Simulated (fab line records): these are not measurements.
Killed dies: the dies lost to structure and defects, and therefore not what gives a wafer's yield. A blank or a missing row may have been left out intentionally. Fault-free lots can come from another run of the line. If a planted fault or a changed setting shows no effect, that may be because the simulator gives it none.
What tool caused it? :: flow n5 finfet :: 24 lots, 72 wafers sampled, at 6 steps of a route of 1938

== WHAT EACH GAUGE READ, for each wafer ==
No reading from a measuring or inspecting step in the record can be judged against a usual standard deviation.

== WHAT TOOL EACH LOT RAN ON (gives the tool, then ch and the chambers of the sampled wafers, and finally the start) ==
lot: L074
N5_BEOL_M4_ALD_84: ald metal-01 ch 0,1,3, day 8 08:23
N5_BEOL_M4_SPUTTER_79: pvd sputter-02, day 8 09:25
N5_BEOL_M4_SPUTTER_90: pvd sputter-02, day 8 10:17
N5_BEOL_M5_DESCUM_16: rie diel-03 ch 0,2,3, day 8 14:25
N5_BEOL_M5_HM_OPEN_17: rie metal-01 ch 0,1, day 8 14:41
N5_BEOL_M5_CO_CAP_78: cvd co-02 ch 0,1,2, day 8 23:58

lot: L075
N5_BEOL_M4_ALD_84: ald metal-01 ch 0,1,2, day 8 17:14
N5_BEOL_M4_SPUTTER_79: pvd sputter-02, day 8 18:01
N5_BEOL_M4_SPUTTER_90: pvd sputter-02, day 8 18:53
N5_BEOL_M5_DESCUM_16: rie diel-03 ch 1,2, day 9 00:31
N5_BEOL_M5_HM_OPEN_17: rie metal-01 ch 0,1, day 9 00:46
N5_BEOL_M5_CO_CAP_78: cvd co-01 ch 0,2, day 9 08:36

lot: L076
N5_BEOL_M4_ALD_84: ald metal-03 ch 0,2, day 8 17:31
N5_BEOL_M4_SPUTTER_79: pvd sputter-01, day 8 18:28
N5_BEOL_M4_SPUTTER_90: pvd sputter-01, day 8 19:21
N5_BEOL_M5_DESCUM_16: rie diel-06 ch 1,3, day 9 00:33
N5_BEOL_M5_HM_OPEN_17: rie metal-02 ch 0,1, day 9 00:47
N5_BEOL_M5_CO_CAP_78: cvd co-01 ch 1,2, day 9 09:04

lot: L077
N5_BEOL_M4_ALD_84: ald metal-01 ch 1,2, day 9 11:20
N5_BEOL_M4_SPUTTER_79: pvd sputter-01, day 9 12:00
N5_BEOL_M4_SPUTTER_90: pvd sputter-01, day 9 12:53
N5_BEOL_M5_DESCUM_16: rie diel-06 ch 0,2,3, day 9 17:39
N5_BEOL_M5_HM_OPEN_17: rie metal-02 ch 0,1, day 9 17:56
N5_BEOL_M5_CO_CAP_78: cvd co-01 ch 0,1, day 10 01:56

lot: L079
N5_BEOL_M4_ALD_84: ald metal-04 ch 0,1,2, day 9 19:58
N5_BEOL_M4_SPUTTER_79: pvd sputter-03, day 9 20:38
N5_BEOL_M4_SPUTTER_90: pvd sputter-03, day 9 21:31
N5_BEOL_M5_DESCUM_16: rie diel-04 ch 2,3, day 10 02:49
N5_BEOL_M5_HM_OPEN_17: rie metal-03 ch 1, day 10 03:04
N5_BEOL_M5_CO_CAP_78: cvd co-02 ch 0,2, day 10 13:16

lot: L078
N5_BEOL_M4_ALD_84: ald metal-01 ch 0,2, day 9 20:01
N5_BEOL_M4_SPUTTER_79: pvd sputter-02, day 9 20:48
N5_BEOL_M4_SPUTTER_90: pvd sputter-02, day 9 21:41
N5_BEOL_M5_DESCUM_16: rie diel-06 ch 0,2, day 10 02:52
N5_BEOL_M5_HM_OPEN_17: rie metal-02 ch 0,1, day 10 03:07
N5_BEOL_M5_CO_CAP_78: cvd co-02 ch 1,2, day 10 13:31

lot: L080
N5_BEOL_M4_ALD_84: ald metal-01 ch 0,3, day 9 23:30
N5_BEOL_M4_SPUTTER_79: pvd sputter-02, day 10 00:25
N5_BEOL_M4_SPUTTER_90: pvd sputter-02, day 10 01:17
N5_BEOL_M5_DESCUM_16: rie diel-03 ch 0,2,3, day 10 06:28
N5_BEOL_M5_HM_OPEN_17: rie metal-02 ch 0,1, day 10 06:45
N5_BEOL_M5_CO_CAP_78: cvd co-02 ch 0,1,2, day 10 16:50

lot: L082
N5_BEOL_M4_ALD_84: ald metal-01 ch 2,3, day 10 02:37
N5_BEOL_M4_SPUTTER_79: pvd sputter-01, day 10 03:54
N5_BEOL_M4_SPUTTER_90: pvd sputter-01, day 10 04:47
N5_BEOL_M5_DESCUM_16: rie diel-06 ch 0,2, day 10 08:43
N5_BEOL_M5_HM_OPEN_17: rie metal-01 ch 0,1, day 10 08:58
N5_BEOL_M5_CO_CAP_78: cvd co-02 ch 0,1, day 10 20:50

lot: L081
N5_BEOL_M4_ALD_84: ald metal-04 ch 0,2,3, day 10 02:47
N5_BEOL_M4_SPUTTER_79: pvd sputter-03, day 10 04:56
N5_BEOL_M4_SPUTTER_90: pvd sputter-03, day 10 05:49
N5_BEOL_M5_DESCUM_16: rie diel-03 ch 2,3, day 10 13:30
N5_BEOL_M5_HM_OPEN_17: rie metal-01 ch 0,1, day 10 13:46
N5_BEOL_M5_CO_CAP_78: cvd co-01 ch 0,1,2, day 10 23:09

lot: L083
N5_BEOL_M4_ALD_84: ald metal-04 ch 0,2, day 10 13:43
N5_BEOL_M4_SPUTTER_79: pvd sputter-01, day 10 14:43
N5_BEOL_M4_SPUTTER_90: pvd sputter-01, day 10 15:36
N5_BEOL_M5_DESCUM_16: rie diel-03 ch 0,2,3, day 10 19:47
N5_BEOL_M5_HM_OPEN_17: rie metal-03 ch 0,1, day 10 20:02
N5_BEOL_M5_CO_CAP_78: cvd co-01 ch 1,2, day 11 07:09

lot: L084
N5_BEOL_M4_ALD_84: ald metal-04 ch 2,3, day 11 00:40
N5_BEOL_M4_SPUTTER_79: pvd sputter-03, day 11 01:35
N5_BEOL_M4_SPUTTER_90: pvd sputter-03, day 11 02:28
N5_BEOL_M5_DESCUM_16: rie diel-04 ch 0,1, day 11 07:24
N5_BEOL_M5_HM_OPEN_17: rie metal-02 ch 0,1, day 11 07:38
N5_BEOL_M5_CO_CAP_78: cvd co-01 ch 0,1,2, day 11 15:57

lot: L085
N5_BEOL_M4_ALD_84: ald metal-03 ch 0,2,3, day 11 06:34
N5_BEOL_M4_SPUTTER_79: pvd sputter-01, day 11 08:55
N5_BEOL_M4_SPUTTER_90: pvd sputter-01, day 11 09:48
N5_BEOL_M5_DESCUM_16: rie diel-04 ch 0,1,3, day 11 15:00
N5_BEOL_M5_HM_OPEN_17: rie metal-03 ch 0,1, day 11 15:15
N5_BEOL_M5_CO_CAP_78: cvd co-01 ch 0,1,2, day 12 00:04

lot: L087
N5_BEOL_M4_ALD_84: ald metal-04 ch 1,2, day 11 13:41
N5_BEOL_M4_SPUTTER_79: pvd sputter-02, day 11 15:23
N5_BEOL_M4_SPUTTER_90: pvd sputter-02, day 11 16:16
N5_BEOL_M5_DESCUM_16: rie diel-03 ch 0,1, day 11 21:23
N5_BEOL_M5_HM_OPEN_17: rie metal-03 ch 0, day 11 21:38
N5_BEOL_M5_CO_CAP_78: cvd co-02 ch 0,1,2, day 12 05:41

lot: L086
N5_BEOL_M4_ALD_84: ald metal-04 ch 0,1,2, day 11 17:18
N5_BEOL_M4_SPUTTER_79: pvd sputter-02, day 11 18:04
N5_BEOL_M4_SPUTTER_90: pvd sputter-02, day 11 18:56
N5_BEOL_M5_DESCUM_16: rie diel-06 ch 0,1,3, day 11 23:39
N5_BEOL_M5_HM_OPEN_17: rie metal-01 ch 0,1, day 11 23:54
N5_BEOL_M5_CO_CAP_78: cvd co-01 ch 0,2, day 12 08:03

lot: L090
N5_BEOL_M4_ALD_84: ald metal-04 ch 0,1,3, day 12 03:25
N5_BEOL_M4_SPUTTER_79: pvd sputter-01, day 12 04:21
N5_BEOL_M4_SPUTTER_90: pvd sputter-01, day 12 05:14
N5_BEOL_M5_DESCUM_16: rie diel-03 ch 0,2, day 12 10:08
N5_BEOL_M5_HM_OPEN_17: rie metal-03 ch 0, day 12 10:23
N5_BEOL_M5_CO_CAP_78: cvd co-01 ch 0,2, day 12 18:26

lot: L089
N5_BEOL_M4_ALD_84: ald metal-01 ch 0,1, day 12 07:39
N5_BEOL_M4_SPUTTER_79: pvd sputter-01, day 12 09:03
N5_BEOL_M4_SPUTTER_90: pvd sputter-01, day 12 09:56
N5_BEOL_M5_DESCUM_16: rie diel-03 ch 0,2,3, day 12 16:22
N5_BEOL_M5_HM_OPEN_17: rie metal-02 ch 0,1, day 12 16:37
N5_BEOL_M5_CO_CAP_78: cvd co-02 ch 0,1,2, day 13 00:43

lot: L088
N5_BEOL_M4_ALD_84: ald metal-03 ch 0,2,3, day 12 09:14
N5_BEOL_M4_SPUTTER_79: pvd sputter-02, day 12 10:02
N5_BEOL_M4_SPUTTER_90: pvd sputter-02, day 12 10:55
N5_BEOL_M5_DESCUM_16: rie diel-06 ch 0,1,3, day 12 17:40
N5_BEOL_M5_HM_OPEN_17: rie metal-01 ch 0, day 12 17:56
N5_BEOL_M5_CO_CAP_78: cvd co-02 ch 0,1, day 13 05:25

lot: L092
N5_BEOL_M4_ALD_84: ald metal-01 ch 0,1,3, day 12 18:16
N5_BEOL_M4_SPUTTER_79: pvd sputter-03, day 12 19:07
N5_BEOL_M4_SPUTTER_90: pvd sputter-03, day 12 19:59
N5_BEOL_M5_DESCUM_16: rie diel-06 ch 0,1,3, day 13 00:57
N5_BEOL_M5_HM_OPEN_17: rie metal-02 ch 0,1, day 13 01:12
N5_BEOL_M5_CO_CAP_78: cvd co-02 ch 0,1,2, day 13 12:54

lot: L093
N5_BEOL_M4_ALD_84: ald metal-03 ch 0,2,3, day 12 18:22
N5_BEOL_M4_SPUTTER_79: pvd sputter-02, day 12 19:09
N5_BEOL_M4_SPUTTER_90: pvd sputter-02, day 12 20:02
N5_BEOL_M5_DESCUM_16: rie diel-03 ch 0,1,3, day 13 01:59
N5_BEOL_M5_HM_OPEN_17: rie metal-02 ch 0,1, day 13 02:15
N5_BEOL_M5_CO_CAP_78: cvd co-01 ch 1,2, day 13 11:49

lot: L091
N5_BEOL_M4_ALD_84: ald metal-04 ch 0,1,2, day 13 09:07
N5_BEOL_M4_SPUTTER_79: pvd sputter-01, day 13 10:27
N5_BEOL_M4_SPUTTER_90: pvd sputter-01, day 13 11:20
N5_BEOL_M5_DESCUM_16: rie diel-04 ch 1,2,3, day 13 17:05
N5_BEOL_M5_HM_OPEN_17: rie metal-01 ch 0,1, day 13 17:20
N5_BEOL_M5_CO_CAP_78: cvd co-01 ch 1,2, day 14 03:47

lot: L094
N5_BEOL_M4_ALD_84: ald metal-04 ch 0,1,3, day 13 15:14
N5_BEOL_M4_SPUTTER_79: pvd sputter-01, day 13 15:59
N5_BEOL_M4_SPUTTER_90: pvd sputter-01, day 13 16:52
N5_BEOL_M5_DESCUM_16: rie diel-03 ch 0,1, day 13 23:23
N5_BEOL_M5_HM_OPEN_17: rie metal-01 ch 0,1, day 13 23:40
N5_BEOL_M5_CO_CAP_78: cvd co-02 ch 0,1, day 14 08:08

lot: L096
N5_BEOL_M4_ALD_84: ald metal-04 ch 0,3, day 13 16:38
N5_BEOL_M4_SPUTTER_79: pvd sputter-02, day 13 17:25
N5_BEOL_M4_SPUTTER_90: pvd sputter-02, day 13 18:25
N5_BEOL_M5_DESCUM_16: rie diel-03 ch 0,1,3, day 13 23:43
N5_BEOL_M5_HM_OPEN_17: rie metal-01 ch 0,1, day 13 23:59
N5_BEOL_M5_CO_CAP_78: cvd co-02 ch 0,2, day 14 08:35

lot: L095
N5_BEOL_M4_ALD_84: ald metal-04 ch 1,2, day 13 17:10
N5_BEOL_M4_SPUTTER_79: pvd sputter-01, day 13 18:05
N5_BEOL_M4_SPUTTER_90: pvd sputter-01, day 13 18:58
N5_BEOL_M5_DESCUM_16: rie diel-06 ch 2,3, day 14 00:25
N5_BEOL_M5_HM_OPEN_17: rie metal-02 ch 0,1, day 14 00:40
N5_BEOL_M5_CO_CAP_78: cvd co-02 ch 1,2, day 14 11:55

lot: L097
N5_BEOL_M4_ALD_84: ald metal-04 ch 0,1,2, day 14 03:00
N5_BEOL_M4_SPUTTER_79: pvd sputter-03, day 14 04:04
N5_BEOL_M4_SPUTTER_90: pvd sputter-03, day 14 04:56
N5_BEOL_M5_DESCUM_16: rie diel-06 ch 2,3, day 14 09:50
N5_BEOL_M5_HM_OPEN_17: rie metal-01 ch 1, day 14 10:05
N5_BEOL_M5_CO_CAP_78: cvd co-01 ch 0,1,2, day 14 19:34
- N5_BEOL_M4_ALD_84: deposits TaN, pulse time 2 s, purge time 3 s, co reactant purge time 2 s.
- N5_BEOL_M4_SPUTTER_79: material Cu, target thk 4.5 nm, time 8.29 s.
- N5_BEOL_M4_SPUTTER_90: material Cu, target thk 4.5 nm, time 8.29 s.
- N5_BEOL_M5_DESCUM_16: chemistry O2, time 7 s.
- N5_BEOL_M5_HM_OPEN_17: chemistry Cl2/BCl3, target TiN, target depth 20 nm, overetch 6 nm.
- N5_BEOL_M5_CO_CAP_78: material Co, precursor CCTBA/H2, target thk 2 nm, time 102.1 s.

== AS READ BY THE TOOLS THEMSELVES (means over the sampled wafers that have a number; for cases with no such wafer, the mark the record gives instead) ==
N5_BEOL_M4_ALD_84. Usual: heater power w at 428 W, with a standard deviation of 47.
lot: L074
tool: ald metal-01
heater power w (W): 412
flag: 

lot: L075
tool: ald metal-01
heater power w (W): 429
flag: 

lot: L076
tool: ald metal-03
heater power w (W): 392
flag: 

lot: L077
tool: ald metal-01
heater power w (W): 446
flag: 

lot: L079
tool: ald metal-04
heater power w (W): 416
flag: 

lot: L078
tool: ald metal-01
heater power w (W): 445
flag: 

lot: L080
tool: ald metal-01
heater power w (W): 390
flag: 

lot: L082
tool: ald metal-01
heater power w (W): 464
flag: 

lot: L081
tool: ald metal-04
heater power w (W): 430
flag: 

lot: L083
tool: ald metal-04
heater power w (W): 391
flag: 

lot: L084
tool: ald metal-04
heater power w (W): 476
flag: 

lot: L085
tool: ald metal-03
heater power w (W): 389
flag: 

lot: L087
tool: ald metal-04
heater power w (W): 431
flag: 

lot: L086
tool: ald metal-04
heater power w (W): 404
flag: 

lot: L090
tool: ald metal-04
heater power w (W): 453
flag: 

lot: L089
tool: ald metal-01
heater power w (W): 412
flag: 

lot: L088
tool: ald metal-03
heater power w (W): 385
flag: 

lot: L092
tool: ald metal-01
heater power w (W): 413
flag: 

lot: L093
tool: ald metal-03
heater power w (W): 389
flag: 

lot: L091
tool: ald metal-04
heater power w (W): 409
flag: 

lot: L094
tool: ald metal-04
heater power w (W): 450
flag: 

lot: L096
tool: ald metal-04
heater power w (W): 481
flag: 

lot: L095
tool: ald metal-04
heater power w (W): 426
flag: 

lot: L097
tool: ald metal-04
heater power w (W): 407
flag: 

N5_BEOL_M4_SPUTTER_79. Usual: throttle valve pct at 29.8 %, with a standard deviation of 0.82.
lot: L074
tool: pvd sputter-02
throttle valve pct (%): 30.2
flag: 

lot: L075
tool: pvd sputter-02
throttle valve pct (%): 30.5
flag: 

lot: L076
tool: pvd sputter-01
throttle valve pct (%): 29.1
flag: 

lot: L077
tool: pvd sputter-01
throttle valve pct (%): 29.1
flag: 

lot: L079
tool: pvd sputter-03
throttle valve pct (%): 29.5
flag: 

lot: L078
tool: pvd sputter-02
throttle valve pct (%): 29.9
flag: 

lot: L080
tool: pvd sputter-02
throttle valve pct (%): 30.1
flag: 

lot: L082
tool: pvd sputter-01
throttle valve pct (%): 28.6
flag: 

lot: L081
tool: pvd sputter-03
throttle valve pct (%): 29.6
flag: 

lot: L083
tool: pvd sputter-01
throttle valve pct (%): 29.6
flag: 

lot: L084
tool: pvd sputter-03
throttle valve pct (%): 29.6
flag: 

lot: L085
tool: pvd sputter-01
throttle valve pct (%): 29.2
flag: 

lot: L087
tool: pvd sputter-02
throttle valve pct (%): 30.1
flag: 

lot: L086
tool: pvd sputter-02
throttle valve pct (%): 30.2
flag: 

lot: L090
tool: pvd sputter-01
throttle valve pct (%): 29.1
flag: 

lot: L089
tool: pvd sputter-01
throttle valve pct (%): 29.7
flag: 

lot: L088
tool: pvd sputter-02
throttle valve pct (%): 30.4
flag: 

lot: L092
tool: pvd sputter-03
throttle valve pct (%): 29.4
flag: 

lot: L093
tool: pvd sputter-02
throttle valve pct (%): 30.2
flag: 

lot: L091
tool: pvd sputter-01
throttle valve pct (%): 29.6
flag: 

lot: L094
tool: pvd sputter-01
throttle valve pct (%): 28.9
flag: 

lot: L096
tool: pvd sputter-02
throttle valve pct (%): 30.3
flag: 

lot: L095
tool: pvd sputter-01
throttle valve pct (%): 29.9
flag: 

lot: L097
tool: pvd sputter-03
throttle valve pct (%): 29.9
flag: 

N5_BEOL_M4_SPUTTER_90. Usual: throttle valve pct at 29.8 %, with a standard deviation of 0.8.
lot: L074
tool: pvd sputter-02
throttle valve pct (%): 30.3
flag: 

lot: L075
tool: pvd sputter-02
throttle valve pct (%): 30.7
flag: 

lot: L076
tool: pvd sputter-01
throttle valve pct (%): 29.1
flag: 

lot: L077
tool: pvd sputter-01
throttle valve pct (%): 29.1
flag: 

lot: L079
tool: pvd sputter-03
throttle valve pct (%): 29.5
flag: 

lot: L078
tool: pvd sputter-02
throttle valve pct (%): 29.9
flag: 

lot: L080
tool: pvd sputter-02
throttle valve pct (%): 30.1
flag: 

lot: L082
tool: pvd sputter-01
throttle valve pct (%): 28.8
flag: 

lot: L081
tool: pvd sputter-03
throttle valve pct (%): 29.8
flag: 

lot: L083
tool: pvd sputter-01
throttle valve pct (%): 29.6
flag: 

lot: L084
tool: pvd sputter-03
throttle valve pct (%): 29.7
flag: 

lot: L085
tool: pvd sputter-01
throttle valve pct (%): 29.1
flag: 

lot: L087
tool: pvd sputter-02
throttle valve pct (%): 30.1
flag: 

lot: L086
tool: pvd sputter-02
throttle valve pct (%): 30.2
flag: 

lot: L090
tool: pvd sputter-01
throttle valve pct (%): 29.0
flag: 

lot: L089
tool: pvd sputter-01
throttle valve pct (%): 29.6
flag: 

lot: L088
tool: pvd sputter-02
throttle valve pct (%): 30.5
flag: 

lot: L092
tool: pvd sputter-03
throttle valve pct (%): 29.5
flag: 

lot: L093
tool: pvd sputter-02
throttle valve pct (%): 30.3
flag: 

lot: L091
tool: pvd sputter-01
throttle valve pct (%): 29.4
flag: 

lot: L094
tool: pvd sputter-01
throttle valve pct (%): 29.0
flag: 

lot: L096
tool: pvd sputter-02
throttle valve pct (%): 30.3
flag: 

lot: L095
tool: pvd sputter-01
throttle valve pct (%): 29.8
flag: 

lot: L097
tool: pvd sputter-03
throttle valve pct (%): 29.9
flag: 

N5_BEOL_M5_DESCUM_16. Usual: drypump motor current A 5.7 A, standard deviation 0.47; oes product au 0.80 a.u., standard deviation 0.081; rf vpp V 243.1 V, standard deviation 1.3; showerhead plenum p Torr 2.09 Torr, standard deviation 0.062; throttle valve pct 20.46 %, standard deviation 0.22.
lot: L074
tool: rie diel-03
drypump motor current A (A): 5.6
oes product au (a.u.): 0.86
rf vpp V (V): 243.2
showerhead plenum p Torr (Torr): 2.09
throttle valve pct (%): 20.37
flag: 

lot: L075
tool: rie diel-03
drypump motor current A (A): 5.3
oes product au (a.u.): 0.92
rf vpp V (V): 243.1
showerhead plenum p Torr (Torr): 2.12
throttle valve pct (%): 20.20
flag: 

lot: L076
tool: rie diel-06
drypump motor current A (A): 6.0
oes product au (a.u.): 0.85
rf vpp V (V): 243.4
showerhead plenum p Torr (Torr): 2.11
throttle valve pct (%): 20.38
flag: 

lot: L077
tool: rie diel-06
drypump motor current A (A): 5.8
oes product au (a.u.): 0.79
rf vpp V (V): 243.1
showerhead plenum p Torr (Torr): 2.07
throttle valve pct (%): 20.32
flag: 

lot: L079
tool: rie diel-04
drypump motor current A (A): 5.4
oes product au (a.u.): 0.80
rf vpp V (V): 241.0
showerhead plenum p Torr (Torr): 2.04
throttle valve pct (%): 20.69
flag: 

lot: L078
tool: rie diel-06
drypump motor current A (A): 5.7
oes product au (a.u.): 0.73
rf vpp V (V): 242.7
showerhead plenum p Torr (Torr): 2.04
throttle valve pct (%): 20.40
flag: 

lot: L080
tool: rie diel-03
drypump motor current A (A): 5.6
oes product au (a.u.): 0.83
rf vpp V (V): 242.8
showerhead plenum p Torr (Torr): 2.08
throttle valve pct (%): 20.39
flag: 

lot: L082
tool: rie diel-06
drypump motor current A (A): 5.8
oes product au (a.u.): 0.72
rf vpp V (V): 241.7
showerhead plenum p Torr (Torr): 2.04
throttle valve pct (%): 20.40
flag: 

lot: L081
tool: rie diel-03
drypump motor current A (A): 5.7
oes product au (a.u.): 0.88
rf vpp V (V): 243.1
showerhead plenum p Torr (Torr): 2.08
throttle valve pct (%): 20.26
flag: 

lot: L083
tool: rie diel-03
drypump motor current A (A): 5.6
oes product au (a.u.): 0.82
rf vpp V (V): 242.7
showerhead plenum p Torr (Torr): 2.08
throttle valve pct (%): 20.41
flag: 

lot: L084
tool: rie diel-04
drypump motor current A (A): 5.7
oes product au (a.u.): 0.71
rf vpp V (V): 244.1
showerhead plenum p Torr (Torr): 2.08
throttle valve pct (%): 20.65
flag: 

lot: L085
tool: rie diel-04
drypump motor current A (A): 5.4
oes product au (a.u.): 0.74
rf vpp V (V): 243.0
showerhead plenum p Torr (Torr): 2.07
throttle valve pct (%): 20.59
flag: 

lot: L087
tool: rie diel-03
drypump motor current A (A): 5.2
oes product au (a.u.): 0.75
rf vpp V (V): 244.3
showerhead plenum p Torr (Torr): 2.12
throttle valve pct (%): 20.50
flag: 

lot: L086
tool: rie diel-06
drypump motor current A (A): 5.7
oes product au (a.u.): 0.79
rf vpp V (V): 243.4
showerhead plenum p Torr (Torr): 2.06
throttle valve pct (%): 20.38
flag: 

lot: L090
tool: rie diel-03
drypump motor current A (A): 5.2
oes product au (a.u.): 0.76
rf vpp V (V): 242.8
showerhead plenum p Torr (Torr): 2.06
throttle valve pct (%): 20.33
flag: 

lot: L089
tool: rie diel-03
drypump motor current A (A): 5.6
oes product au (a.u.): 0.81
rf vpp V (V): 241.9
showerhead plenum p Torr (Torr): 2.08
throttle valve pct (%): 20.41
flag: 

lot: L088
tool: rie diel-06
drypump motor current A (A): 5.7
oes product au (a.u.): 0.79
rf vpp V (V): 242.6
showerhead plenum p Torr (Torr): 2.06
throttle valve pct (%): 20.39
flag: 

lot: L092
tool: rie diel-06
drypump motor current A (A): 5.7
oes product au (a.u.): 0.78
rf vpp V (V): 242.2
showerhead plenum p Torr (Torr): 2.06
throttle valve pct (%): 20.39
flag: 

lot: L093
tool: rie diel-03
drypump motor current A (A): 5.6
oes product au (a.u.): 0.81
rf vpp V (V): 244.3
showerhead plenum p Torr (Torr): 2.14
throttle valve pct (%): 20.58
flag: 

lot: L091
tool: rie diel-04
drypump motor current A (A): 5.4
oes product au (a.u.): 0.81
rf vpp V (V): 242.3
showerhead plenum p Torr (Torr): 2.12
throttle valve pct (%): 20.59
flag: 

lot: L094
tool: rie diel-03
drypump motor current A (A): 5.3
oes product au (a.u.): 0.79
rf vpp V (V): 245.2
showerhead plenum p Torr (Torr): 2.16
throttle valve pct (%): 20.54
flag: 

lot: L096
tool: rie diel-03
drypump motor current A (A): 5.6
oes product au (a.u.): 0.80
rf vpp V (V): 243.9
showerhead plenum p Torr (Torr): 2.13
throttle valve pct (%): 20.58
flag: 

lot: L095
tool: rie diel-06
drypump motor current A (A): 6.1
oes product au (a.u.): 0.90
rf vpp V (V): 243.5
showerhead plenum p Torr (Torr): 2.07
throttle valve pct (%): 20.31
flag: 

lot: L097
tool: rie diel-06
drypump motor current A (A): 6.1
oes product au (a.u.): 0.89
rf vpp V (V): 243.0
showerhead plenum p Torr (Torr): 2.06
throttle valve pct (%): 20.32
flag: 

N5_BEOL_M5_HM_OPEN_17. Usual: drypump motor current A 5.8 A, standard deviation 0.62; oes product au 0.70 a.u., standard deviation 0.096; throttle valve pct 22.00 %, standard deviation 0.16.
lot: L074
tool: rie metal-01
drypump motor current A (A): 5.6
oes product au (a.u.): 0.67
throttle valve pct (%): 21.87
flag: 

lot: L075
tool: rie metal-01
drypump motor current A (A): 5.6
oes product au (a.u.): 0.67
throttle valve pct (%): 21.88
flag: 

lot: L076
tool: rie metal-02
drypump motor current A (A): 6.4
oes product au (a.u.): 0.66
throttle valve pct (%): 21.98
flag: 

lot: L077
tool: rie metal-02
drypump motor current A (A): 6.4
oes product au (a.u.): 0.65
throttle valve pct (%): 21.99
flag: 

lot: L079
tool: rie metal-03
drypump motor current A (A): 5.4
oes product au (a.u.): 0.81
throttle valve pct (%): 21.89
flag: 

lot: L078
tool: rie metal-02
drypump motor current A (A): 6.2
oes product au (a.u.): 0.71
throttle valve pct (%): 22.08
flag: 

lot: L080
tool: rie metal-02
drypump motor current A (A): 6.2
oes product au (a.u.): 0.70
throttle valve pct (%): 22.07
flag: 

lot: L082
tool: rie metal-01
drypump motor current A (A): 5.6
oes product au (a.u.): 0.66
throttle valve pct (%): 21.89
flag: 

lot: L081
tool: rie metal-01
drypump motor current A (A): 5.2
oes product au (a.u.): 0.72
throttle valve pct (%): 21.91
flag: 

lot: L083
tool: rie metal-03
drypump motor current A (A): 5.6
oes product au (a.u.): 0.80
throttle valve pct (%): 22.27
flag: 

lot: L084
tool: rie metal-02
drypump motor current A (A): 6.2
oes product au (a.u.): 0.71
throttle valve pct (%): 22.05
flag: 

lot: L085
tool: rie metal-03
drypump motor current A (A): 5.5
oes product au (a.u.): 0.80
throttle valve pct (%): 22.07
flag: 

lot: L087
tool: rie metal-03
drypump motor current A (A): 5.8
oes product au (a.u.): 0.79
throttle valve pct (%): 22.43
flag: 

lot: L086
tool: rie metal-01
drypump motor current A (A): 5.6
oes product au (a.u.): 0.65
throttle valve pct (%): 21.89
flag: 

lot: L090
tool: rie metal-03
drypump motor current A (A): 5.8
oes product au (a.u.): 0.79
throttle valve pct (%): 22.42
flag: 

lot: L089
tool: rie metal-02
drypump motor current A (A): 6.4
oes product au (a.u.): 0.63
throttle valve pct (%): 22.01
flag: 

lot: L088
tool: rie metal-01
drypump motor current A (A): 6.0
oes product au (a.u.): 0.59
throttle valve pct (%): 21.87
flag: 

lot: L092
tool: rie metal-02
drypump motor current A (A): 6.2
oes product au (a.u.): 0.68
throttle valve pct (%): 22.08
flag: 

lot: L093
tool: rie metal-02
drypump motor current A (A): 6.2
oes product au (a.u.): 0.69
throttle valve pct (%): 22.07
flag: 

lot: L091
tool: rie metal-01
drypump motor current A (A): 5.6
oes product au (a.u.): 0.64
throttle valve pct (%): 21.90
flag: 

lot: L094
tool: rie metal-01
drypump motor current A (A): 5.2
oes product au (a.u.): 0.68
throttle valve pct (%): 21.94
flag: 

lot: L096
tool: rie metal-01
drypump motor current A (A): 5.6
oes product au (a.u.): 0.64
throttle valve pct (%): 21.90
flag: 

lot: L095
tool: rie metal-02
drypump motor current A (A): 6.2
oes product au (a.u.): 0.68
throttle valve pct (%): 22.07
flag: 

lot: L097
tool: rie metal-01
drypump motor current A (A): 4.7
oes product au (a.u.): 0.73
throttle valve pct (%): 21.96
flag: 

N5_BEOL_M5_CO_CAP_78. Usual: heater power w at 242 W, with a standard deviation of 35.
lot: L074
tool: cvd co-02
heater power w (W): 225
flag: 

lot: L075
tool: cvd co-01
heater power w (W): 229
flag: 

lot: L076
tool: cvd co-01
heater power w (W): 230
flag: 

lot: L077
tool: cvd co-01
heater power w (W): 289
flag: 

lot: L079
tool: cvd co-02
heater power w (W): 232
flag: 

lot: L078
tool: cvd co-02
heater power w (W): 228
flag: 

lot: L080
tool: cvd co-02
heater power w (W): 228
flag: 

lot: L082
tool: cvd co-02
heater power w (W): 222
flag: 

lot: L081
tool: cvd co-01
heater power w (W): 257
flag: 

lot: L083
tool: cvd co-01
heater power w (W): 256
flag: 

lot: L084
tool: cvd co-01
heater power w (W): 251
flag: 

lot: L085
tool: cvd co-01
heater power w (W): 255
flag: 

lot: L087
tool: cvd co-02
heater power w (W): 227
flag: 

lot: L086
tool: cvd co-01
heater power w (W): 226
flag: 

lot: L090
tool: cvd co-01
heater power w (W): 259
flag: 

lot: L089
tool: cvd co-02
heater power w (W): 225
flag: 

lot: L088
tool: cvd co-02
heater power w (W): 225
flag: 

lot: L092
tool: cvd co-02
heater power w (W): 225
flag: 

lot: L093
tool: cvd co-01
heater power w (W): 227
flag: 

lot: L091
tool: cvd co-01
heater power w (W): 228
flag: 

lot: L094
tool: cvd co-02
heater power w (W): 222
flag: 

lot: L096
tool: cvd co-02
heater power w (W): 227
flag: 

lot: L095
tool: cvd co-02
heater power w (W): 231
flag: 

lot: L097
tool: cvd co-01
heater power w (W): 259
flag: 

== THE ANSWER, worked out from the rows above alone ==
Rule: lot off if the mean of its wafers having a number is beyond 3 standard deviations from the usual mean. Also off: a lot with no number at a reading for which 4 or more lots have one. Any other lot the step has rows for is counted as sound. After the gauges, taken in route order, come the tools' own readings; for these a lot's mean is taken, as printed above. The first step at which some lot is off is used, and at that step the reading that is off furthest; a lot without a number counts as furthest.
No lot is off at any reading shown: from this, nothing can be told.

== WHAT HAD BEEN PUT IN BY THE SIMULATOR ==
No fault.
